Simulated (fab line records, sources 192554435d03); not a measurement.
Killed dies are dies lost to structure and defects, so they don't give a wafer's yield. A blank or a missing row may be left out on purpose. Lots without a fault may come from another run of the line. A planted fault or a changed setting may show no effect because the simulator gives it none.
fab line records | flow n5_finfet
record lots=8 wafers=24 last_day=18
route steps=1938 shown BEOL_M3@949 BEOL_M4@1111 PASSIVATION@1936
lots that met no fault: from a run of the same line without faults
start_h: hours from the record's first day to the start of the lot's first wafer shown | wait_h: hours since the lot's step before | " the same as in the row above | L1.1+2: a row that stands for several wafers | - no value, or no start given | * or withheld: withheld | < > ~ a bound
route shown NAME@n: a module of which the file shows steps, and the number in the route of the first | usual: mean/standard deviation of fault-free wafers | same: alike in all rows | chamber/n: place in a boat | sites: the reading at each site | _std_site: their standard deviation | _edge_site: outer sites' mean less inner sites' | radius_mm: how far each site lies from the wafer's centre | mask NAME#n: copy n | behind: the tool/chamber that last shaped the wafer | hold: why the lot was held/for how many hours/how that ended | device: the transistor (n, p or np) that didn't switch | end of line: the same wafers' tests at the end of the route | a step without rows: its recipe alone | killed: dies lost to structure and defects at the first sort, not the wafer's yield | map: a wafer's dies, x killed, . not, _ none there
set.NAME: the setting as run; set.NAME@STEP: as run at that earlier step | model.NAME: the simulator's own value behind a step, which no gauge read
steps of the route over a sample of lots; a table a step, a row a wafer
services: from which hour (start_h, from the record's first day; less than 0 if before it) a tool's chamber was out of use, for how many hours, and why
## steps
# step N5_BEOL_M3_ETCH_63
# recipe chemistry=CF4 target=SiARC target_depth_a=156 mask_material=CAR-EUV time_s=26 ion_energy_ev=80 pressure_mtorr=40 source_w=545 bias_w=36 Ar_flow_sccm=100 cf4_flow_sccm=100 ends=cleared
# usual bias_w=36.00/0.11 drypump_motor_current_A=5.6/0.45 etch_rf_on_time_s=25.8/0.64 oes_product_au=0.69/0.078 rf_vpp_V=183.9/1.2 showerhead_plenum_p_Torr=2.14/0.078 throttle_valve_pct=15.57/0.25
# columns lot.wafer tool chamber start_h wait_h bias_w drypump_motor_current_A etch_rf_on_time_s oes_product_au rf_hours_counter_h rf_vpp_V showerhead_plenum_p_Torr throttle_valve_pct
L521.4 rie_diel-05 0 186.57 0.0 35.86 6.0 26.3 0.79 28 183.8 2.10 15.11
L521.5 " 3 " " 36.11 5.4 25.1 0.71 - 184.6 2.15 15.61
L521.6 " 2 " " 36.01 5.7 25.9 0.64 - 185.2 2.14 15.73
L522.2 rie_diel-04 3 193.81 0.0 35.97 5.4 26.2 0.73 39 185.2 2.28 15.13
L522.3 " 1 " " 35.95 5.0 26.3 0.57 239 183.8 2.10 15.74
L522.4 " 2 " " 36.12 5.0 25.8 0.64 179 182.5 2.04 15.59
L525.2 rie_diel-03 3 204.90 0.0 35.93 5.9 25.8 0.76 31 185.6 2.19 15.47
L525.3 " 1 " " 35.91 4.9 25.4 0.80 12 184.5 2.19 15.42
L525.6 " 2 " " 35.99 6.0 27.0 0.59 - 182.7 2.03 15.67
L528.1 rie_diel-03 0 233.06 0.0 36.16 5.7 26.5 0.60 191 184.0 2.21 16.04
L528.2 " 2 " " 36.14 6.0 26.6 0.59 232 183.4 2.03 15.69
L528.5 " 1 " " 36.05 4.9 24.7 0.81 - 185.2 2.19 15.45
L532.1 rie_diel-04 1 248.73 0.0 36.01 5.0 25.3 0.83 1 182.9 2.10 15.27
L532.4 " 2 " " 35.99 5.0 25.3 0.64 196 183.8 2.04 15.61
L532.5 " 3 " " 36.04 5.4 25.8 0.72 - 184.7 2.27 15.17
L535.2 rie_diel-03 2 278.97 0.0 36.05 6.0 26.8 0.57 248 184.0 2.03 15.70
L535.3 " 1 " " 35.95 4.9 25.3 0.76 35 182.9 2.18 15.47
L535.4 " 3 " " 36.05 5.8 25.9 0.73 55 182.8 2.18 15.53
L537.3 rie_diel-05 3 282.40 0.0 36.06 5.4 25.4 0.68 107 184.6 2.14 15.66
L537.4 " 3 " " 35.93 5.4 25.3 0.69 - 184.6 2.14 15.67
L537.5 " 0 " " 36.00 6.1 26.2 0.75 - 184.8 2.09 15.18
L538.2 rie_diel-03 0 293.40 0.0 35.87 5.8 26.7 0.59 210 185.4 2.21 16.10
L538.4 " 1 " " 36.00 4.9 25.2 0.77 - 184.0 2.18 15.48
L538.5 " 3 " " 36.08 5.9 25.6 0.73 - 184.2 2.18 15.53
# step N5_BEOL_M3_TRENCH_ETCH_37
# recipe chemistry=C4F6/O2 target_depth_a=555.55 target=SiOC time_s=29.2 ion_energy_ev=250 pressure_mtorr=30 source_w=355 bias_w=185 Ar_flow_sccm=300 C4F6_flow_sccm=10 O2_flow_sccm=10
# usual bias_w=185.1/0.64 drypump_motor_current_A=5.7/0.4 oes_ar_750_au=0.80/0.085 oes_f_703_au=0.80/0.087 oes_product_au=0.80/0.087 rf_vpp_V=668/13 showerhead_plenum_p_Torr=2.84/0.1 throttle_valve_pct=20.82/0.25
# columns lot.wafer tool chamber start_h wait_h bias_w drypump_motor_current_A oes_ar_750_au oes_f_703_au oes_product_au rf_hours_counter_h rf_vpp_V showerhead_plenum_p_Torr throttle_valve_pct
L521.4 rie_diel-04 3 189.91 - 186.0 5.4 0.85 0.85 0.85 37 674 3.04 20.45
L521.5 " 3 " " 185.5 5.4 0.85 0.84 0.85 - 676 3.04 20.43
L521.6 " 0 " " 185.4 6.2 0.87 0.89 0.85 - 651 2.76 20.96
L522.2 rie_diel-03 3 203.95 - 186.2 5.9 0.88 0.87 0.89 31 685 2.92 20.84
L522.3 " 2 " " 184.8 6.0 0.69 0.68 0.70 224 679 2.71 20.89
L522.4 " 0 " " 186.4 5.8 0.72 0.72 0.72 182 654 2.94 21.25
L525.2 rie_diel-03 0 208.23 - 123.3 5.8 0.69 0.70 0.67 183 477 2.94 21.24
L525.3 " 1 " " 123.6 4.9 0.91 0.92 0.88 12 482 2.91 20.73
L525.6 " 2 " " 123.9 6.0 0.67 0.66 0.65 - 495 2.71 20.87
L528.1 rie_diel-03 1 237.95 - 125.1 4.9 0.89 0.90 0.86 22 481 2.91 20.74
L528.2 " 3 " " 123.1 5.9 0.84 0.84 0.82 42 500 2.91 20.84
L528.5 " 3 " " 124.5 5.9 0.85 0.83 0.81 - 499 2.91 20.84
L532.1 rie_diel-04 2 254.95 - 185.4 5.0 0.75 0.76 0.72 197 655 2.71 20.85
L532.4 " 1 " " 185.1 5.0 0.93 0.92 0.95 2 682 2.79 20.62
L532.5 " 0 " " 185.8 6.3 0.84 0.86 0.82 - 649 2.75 20.97
L535.2 rie_diel-04 3 288.86 - 185.0 5.4 0.81 0.81 0.81 67 676 3.02 20.47
L535.3 " 1 " " 185.4 5.1 0.90 0.88 0.91 12 682 2.79 20.62
L535.4 " 0 " " 185.0 6.3 0.83 0.85 0.81 78 650 2.75 21.01
L537.3 rie_diel-03 1 291.73 - 184.9 4.9 0.88 0.89 0.89 40 662 2.90 20.79
L537.4 " 0 " " 184.2 5.7 0.69 0.71 0.68 - 653 2.93 21.28
L537.5 " 1 " " 184.4 4.9 0.89 0.89 0.89 - 660 2.90 20.80
L538.2 rie_diel-05 2 295.29 - 185.1 5.8 0.72 0.72 0.72 172 669 2.84 21.10
L538.4 " 0 " " 186.2 6.0 0.87 0.86 0.87 - 663 2.79 20.53
L538.5 " 2 " " 184.9 5.8 0.72 0.72 0.72 - 669 2.84 21.06
# step N5_BEOL_M3_STRIP_97
# recipe chemistry=N2/H2 time_s=10 power_w=450 temp_c=40 pressure_mtorr=20 rf_frequency_hz=6e+07 bias_power_w=7 n2_flow_sccm=200 h2_flow_sccm=200
# usual bias_power_w=7.000/0.019 drypump_motor_current_A=5.7/0.4 oes_product_au=0.80/0.087 rf_vpp_V=59.2/0.88 showerhead_plenum_p_Torr=2.53/0.091 throttle_valve_pct=23.6/0.37
# columns lot.wafer tool chamber start_h wait_h bias_power_w drypump_motor_current_A oes_product_au rf_hours_counter_h rf_vpp_V showerhead_plenum_p_Torr throttle_valve_pct
L521.4 rie_diel-04 3 - - 7.017 5.4 0.86 37 59.6 2.71 23.2
L521.5 " 3 " " 7.010 5.4 0.86 - 60.5 2.71 23.2
L521.6 " 0 " " 6.971 6.3 0.85 - 58.7 2.48 24.0
L522.2 rie_diel-03 3 - - 6.986 5.9 0.89 31 59.1 2.56 23.2
L522.3 " 2 " " 6.992 6.0 0.70 224 58.8 2.41 23.6
L522.4 " 0 " " 7.010 5.8 0.71 182 57.3 2.64 24.1
L525.2 rie_diel-03 0 - - 7.012 5.8 0.71 183 59.1 2.64 24.1
L525.3 " 1 " " 7.006 4.9 0.93 12 59.0 2.62 24.0
L525.6 " 2 " " 7.012 6.0 0.70 - 60.1 2.41 23.6
L528.1 rie_diel-03 1 - - 7.013 4.9 0.92 22 58.7 2.62 24.0
L528.2 " 3 " " 7.022 5.9 0.88 42 57.8 2.55 23.2
L528.5 " 3 " " 6.973 5.9 0.87 - 59.3 2.55 23.2
L532.1 rie_diel-04 2 - - 7.009 5.0 0.72 197 58.7 2.42 23.8
L532.4 " 1 " " 7.014 5.0 0.95 3 59.1 2.48 23.1
L532.5 " 0 " " 6.974 6.3 0.82 - 59.4 2.48 24.0
L535.2 rie_diel-04 3 - - 7.006 5.4 0.82 67 59.8 2.69 23.2
L535.3 " 1 " " 7.002 5.0 0.92 12 57.9 2.47 23.1
L535.4 " 0 " " 6.991 6.3 0.82 78 58.1 2.47 24.1
L537.3 rie_diel-03 1 - - 6.990 4.9 0.88 40 61.2 2.61 24.1
L537.4 " 0 " " 6.972 5.8 0.69 - 57.1 2.63 24.1
L537.5 " 1 " " 6.989 4.9 0.89 - 58.7 2.61 24.1
L538.2 rie_diel-05 2 - - 6.993 5.8 0.71 172 58.6 2.53 24.0
L538.4 " 0 " " 7.010 6.1 0.87 - 59.3 2.48 23.4
L538.5 " 2 " " 6.998 5.8 0.71 - 60.1 2.53 24.0
# step N5_BEOL_M3_OCD_MEAS_38
# usual trench_depth_nm=55.5/1
# columns lot.wafer tool chamber start_h wait_h trench_depth_nm
L521.4 ocd-01 - 190.07 - 54.8
L521.5 " - " " 54.6
L521.6 " - " " 56.0
L522.2 ocd-02 - 204.10 - 57.0
L522.3 " - " " 54.8
L522.4 " - " " 53.5
L525.2 ocd-02 - 208.39 - 48.4
L525.3 " - " " 50.7
L525.6 " - " " 49.1
L528.1 ocd-02 - 238.11 - 51.3
L528.2 " - " " 49.9
L528.5 " - " " 50.3
L532.1 ocd-01 - 255.10 - 55.3
L532.4 " - " " 56.6
L532.5 " - " " 55.6
L535.2 ocd-02 - 289.01 - 55.0
L535.3 " - " " 57.1
L535.4 " - " " 55.1
L537.3 ocd-01 - 291.89 - 57.2
L537.4 " - " " 54.4
L537.5 " - " " 57.0
L538.2 ocd-01 - 295.44 - 54.8
L538.4 " - " " 56.2
L538.5 " - " " 54.9
# step N5_BEOL_M3_CD_MEAS_35
# recipe target_cd_nm=18 target_cd_y_nm=21 polarity=opening
# usual cd_nm=17.9/0.4
# columns lot.wafer tool chamber start_h wait_h cd_nm
L521.4 cd_sem-02 - 190.22 0.0 18.2
L521.5 " - " " 18.1
L521.6 " - " " 18.2
L522.2 cd_sem-02 - 204.26 0.0 18.3
L522.3 " - " " 18.4
L522.4 " - " " 18.1
L525.2 cd_sem-01 - 208.54 0.0 17.6
L525.3 " - " " 18.1
L525.6 " - " " 17.3
L528.1 cd_sem-02 - 238.26 0.0 17.7
L528.2 " - " " 16.8
L528.5 " - " " 17.6
L532.1 cd_sem-03 - 255.26 0.0 18.1
L532.4 " - " " 17.9
L532.5 " - " " 18.2
L535.2 cd_sem-03 - 289.17 0.0 17.9
L535.3 " - " " 17.6
L535.4 " - " " 17.5
L537.3 cd_sem-03 - 292.05 0.0 17.8
L537.4 " - " " 17.2
L537.5 " - " " 17.5
L538.2 cd_sem-01 - 295.59 0.0 17.7
L538.4 " - " " 17.5
L538.5 " - " " 18.3
# step N5_BEOL_M4_RC_MEAS_101
# usual DIBL_N=36.9/1.7 DIBL_P=37.3/2.3 IOFF_N=0.16/0.033 IOFF_P=0.22/0.04 ION_N=673/12 ION_P=463/8 SS_N=71.6/0.58 SS_P=73.4/0.74 VT_N=250/3.2 VT_P=-250/3.4
# columns lot.wafer tool chamber start_h wait_h DIBL_N[mV/V] DIBL_P[mV/V] IOFF_N[nA/um] IOFF_P[nA/um] ION_N[uA/um] ION_P[uA/um] SS_N[mV/dec] SS_P[mV/dec] VT_N[mV] VT_P[mV]
L521.4 prober-02 0 205.12 0.5 36.4 38.5 0.17 0.25 664 460 72.0 73.9 248 -251
L521.5 " 0 " " 37.5 39.4 0.19 0.26 675 465 71.8 73.2 248 -251
L521.6 " 0 " " 35.8 37.3 0.16 0.23 666 461 71.3 73.3 248 -249
L522.2 prober-01 0 218.35 0.2 40.5 41.6 0.24 0.30 687 473 72.5 74.3 245 -245
L522.3 " 0 " " 37.7 37.0 0.17 0.21 668 462 71.4 73.4 249 -250
L522.4 " 0 " " 36.3 35.5 0.14 0.19 661 454 71.3 72.9 251 -251
L525.2 prober-02 0 225.60 0.2 38.0 39.0 0.20 0.30 690 487 71.6 73.9 245 -242
L525.3 " 0 " " 37.7 38.5 0.17 0.29 669 474 71.6 74.0 251 -245
L525.6 " 0 " " 37.2 37.2 0.16 0.25 673 471 71.3 72.9 251 -245
L528.1 prober-01 0 254.55 0.0 38.1 38.6 0.20 0.26 680 467 71.4 74.6 246 -248
L528.2 " 0 " " 38.3 38.1 0.19 0.25 689 469 71.6 73.7 245 -248
L528.5 " 0 " " 38.3 37.8 0.18 0.24 686 465 72.5 73.2 245 -248
L532.1 prober-01 0 273.88 0.0 37.3 38.6 0.19 0.23 678 463 72.3 73.4 248 -248
L532.4 " 0 " " 36.8 38.4 0.18 0.25 676 463 71.2 73.5 249 -247
L532.5 " 0 " " 36.2 38.2 0.16 0.23 669 460 71.0 73.0 252 -247
L535.2 prober-02 0 304.66 0.2 37.1 37.2 0.18 0.22 677 461 71.6 74.7 246 -251
L535.3 " 0 " " 34.8 35.2 0.14 0.18 677 458 70.7 72.4 252 -254
L535.4 " 0 " " 32.6 31.7 0.10 0.15 650 449 69.9 72.3 257 -259
L537.3 prober-02 0 307.75 0.3 38.6 39.3 0.18 0.24 673 459 71.7 73.9 252 -252
L537.4 " 0 " " 39.3 39.4 0.18 0.23 669 459 72.6 74.4 251 -253
L537.5 " 0 " " 37.7 38.0 0.14 0.21 661 453 72.0 73.8 255 -255
L538.2 prober-02 0 311.07 0.2 36.1 35.9 0.13 0.19 649 447 71.3 72.5 254 -250
L538.4 " 0 " " 38.0 37.9 0.15 0.22 676 464 71.4 73.6 252 -249
L538.5 " 0 " " 37.1 36.7 0.14 0.20 662 456 70.7 73.4 252 -253
# step N5_PASSIVATION_PROBE_49
# usual defect_limited_yield=91.2/1.3 killed_at_M0_to_M3=34/10 killed_at_M4_up=13/4.6 killed_at_contacts=13/5.5 killed_at_front_end=41/12 killed_at_other=2.8/2.4 killed_dies=104/16 killed_on_rim=14/4.2 killed_open=67/12 killed_short=33/7.2 sort_bin_5_function=5.1/0.86 sort_bin_6_memory=3.3/0.62 sort_bin_8_speed=0.00/0.014 sort_n_pass=1076/16
# same gross_dies=1180 killed_at_back_side=0 sort_bin_4_leakage[%]=0
# columns lot.wafer tool chamber start_h wait_h defect_limited_yield[%] killed_at_M0_to_M3 killed_at_M4_up killed_at_contacts killed_at_front_end killed_at_other killed_dies killed_on_rim killed_open killed_short sort_bin_5_function[%] sort_bin_6_memory[%] sort_bin_8_speed[%] sort_n_pass
L522.2 prober-01 - 322.53 0.1 92.5 16 20 12 38 2 88 12 59 23 3.7 3.2 0 1092
L522.3 prober-01 - 322.58 0.1 90.0 45 12 30 28 3 118 20 74 36 6.1 3.1 0 1062
L522.4 prober-01 - 322.63 0.2 93.5 19 11 5 39 3 77 7 51 25 4.3 1.9 0 1103
L532.1 prober-02 - 385.30 0.0 90.7 32 13 14 44 7 110 14 61 44 5.4 3.3 0 1070
L532.4 prober-02 - 385.45 0.2 91.9 44 9 10 32 1 96 11 67 22 4.4 3.3 0 1084
L532.5 prober-02 - 385.50 0.2 93.4 28 8 8 30 4 78 12 44 32 3.7 2.6 0 1102
L535.2 prober-01 - 407.35 0.1 91.4 37 16 18 28 2 101 10 61 34 4.9 3.3 0 1079
L535.3 prober-01 - 407.40 0.1 95.0 25 4 12 18 0 59 10 44 9 2.8 1.9 0 1121
L535.4 prober-01 - 407.45 0.2 93.1 26 11 13 30 1 81 11 56 19 4.4 2.2 0 1099
# killed by level:class
L522.2 FIN_SAQP:geometric_particle:open=14 MOL_CONTACT_COAG:geometric_particle:open=11 BEOL_M4:geometric_particle:open=9 BEOL_M3:geometric_particle:open=7 FIN_SAQP:geometric_particle:short=6 STI_FIN_REVEAL:geometric_particle:open=4 DUMMY_GATE:geometric_particle:open=4 BEOL_M1:geometric_particle:short=4
L522.3 MOL_CONTACT_COAG:geometric_particle:open=22 BEOL_M3:geometric_particle:open=15 BEOL_M0_SAQP:geometric_particle:short=10 MOL_CONTACT_COAG:geometric_particle:short=7 BEOL_M2:geometric_particle:open=6 BEOL_M0_SAQP:geometric_particle:open=5 FIN_SAQP:geometric_particle:open=4 BEOL_M1:geometric_particle:open=4
L522.4 FIN_SAQP:geometric_particle:open=11 STI_FIN_REVEAL:geometric_particle:open=6 BEOL_M1:geometric_particle:open=6 BEOL_M4:geometric_particle:open=6 DUMMY_GATE:geometric_particle:open=5 MOL_CONTACT_COAG:geometric_particle:open=5 BEOL_M0_SAQP:geometric_particle:open=4 FIN_SAQP:geometric_particle:short=3
L532.1 FIN_SAQP:geometric_particle:short=14 MOL_CONTACT_COAG:geometric_particle:open=13 FIN_SAQP:geometric_particle:open=6 BEOL_M2:geometric_particle:open=6 BEOL_M4:geometric_particle:open=6 GATE_CUT:geometric_particle:open=5 BEOL_M0_SAQP:geometric_particle:open=5 GATE_CUT:geometric_particle:short=4
L532.4 BEOL_M2:geometric_particle:open=11 BEOL_M1:geometric_particle:open=9 MOL_CONTACT_COAG:geometric_particle:open=7 BEOL_M4:geometric_particle:open=7 FIN_SAQP:geometric_particle:open=6 DUMMY_GATE:geometric_particle:open=6 BEOL_M3:geometric_particle:open=6 BEOL_M3:geometric_particle:short=6
L532.5 BEOL_M0_SAQP:geometric_particle:short=9 FIN_SAQP:geometric_particle:short=6 FIN_SAQP:geometric_particle:open=5 BEOL_M0_SAQP:geometric_particle:open=5 MOL_CONTACT_COAG:geometric_particle:open=5 GATE_CUT:geometric_particle:short=4 BEOL_M2:geometric_particle:open=4 STI_FIN_REVEAL:geometric_particle:open=3
L535.2 MOL_CONTACT_COAG:geometric_particle:open=12 BEOL_M0_SAQP:geometric_particle:short=10 BEOL_M2:geometric_particle:open=7 STI_FIN_REVEAL:geometric_particle:open=6 MOL_CONTACT_COAG:geometric_particle:short=6 BEOL_M1:geometric_particle:open=5 BEOL_M0_SAQP:geometric_particle:open=5 BEOL_M4:geometric_particle:open=5
L535.3 BEOL_M3:geometric_particle:open=10 MOL_CONTACT_COAG:geometric_particle:open=8 STI_FIN_REVEAL:geometric_particle:open=4 MOL_CONTACT_COAG:geometric_particle:short=4 BEOL_M2:geometric_particle:open=4 DUMMY_GATE:geometric_particle:open=3 BEOL_M0_SAQP:geometric_particle:open=3 STARTING-WAFER:geometric_particle:open=3
L535.4 MOL_CONTACT_COAG:geometric_particle:open=11 BEOL_M1:geometric_particle:open=9 FIN_SAQP:geometric_particle:open=5 BEOL_M3:geometric_particle:open=5 FIN_SAQP:geometric_particle:short=3 STI_FIN_REVEAL:geometric_particle:short=3 STI_FIN_REVEAL:geometric_particle:open=3 DUMMY_GATE:geometric_particle:open=3
## services
# columns tool chamber start_h hours kind
rie_diel-04 - 199.56 1.0 repair
rie_diel-04 1 231.91 - clean
rie_diel-04 1 231.91 - consumable_replace:focus_ring
rie_diel-04 1 231.91 14.9 scheduled_down
rie_diel-04 1 231.91 14.9 vent_cycle
rie_diel-05 - 243.98 0.4 repair
rie_diel-05 1 248.26 8.4 repair
rie_diel-05 - 265.91 4.3 pm
rie_diel-05 - 283.06 1.3 repair
rie_diel-03 2 284.87 - clean
rie_diel-03 2 284.87 - consumable_replace:focus_ring
rie_diel-03 2 284.87 - consumable_replace:showerhead
rie_diel-03 2 284.87 22.5 scheduled_down
rie_diel-03 2 284.87 22.5 vent_cycle
## key
first_sign step=N5_BEOL_M3_TRENCH_ETCH_37 reading=bias_w direction=down sigmas=96 usual=* struck=*
effect step=N5_BEOL_M3_TRENCH_ETCH_37 reading=rf_vpp_V direction=down sigmas=13 usual=668 struck=489
effect step=N5_BEOL_M3_OCD_MEAS_38 reading=trench_depth_nm direction=down sigmas=5.4 usual=55.5 struck=49.9
met_at N5_BEOL_M3_TRENCH_ETCH_37
struck_lots L525,L528
not_acting_at N5_BEOL_M3_ETCH_63,N5_BEOL_M3_STRIP_97,N5_BEOL_M3_CD_MEAS_35
onset_between 203.95 208.23
fault kind=process_parameter_drift tool=rie_diel-03 chamber=- onset_h=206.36 steps=N5_BEOL_M3_TRENCH_ETCH_37 channel=bias_w offset=* shape=step end_h=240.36 acts_in=* stated=*
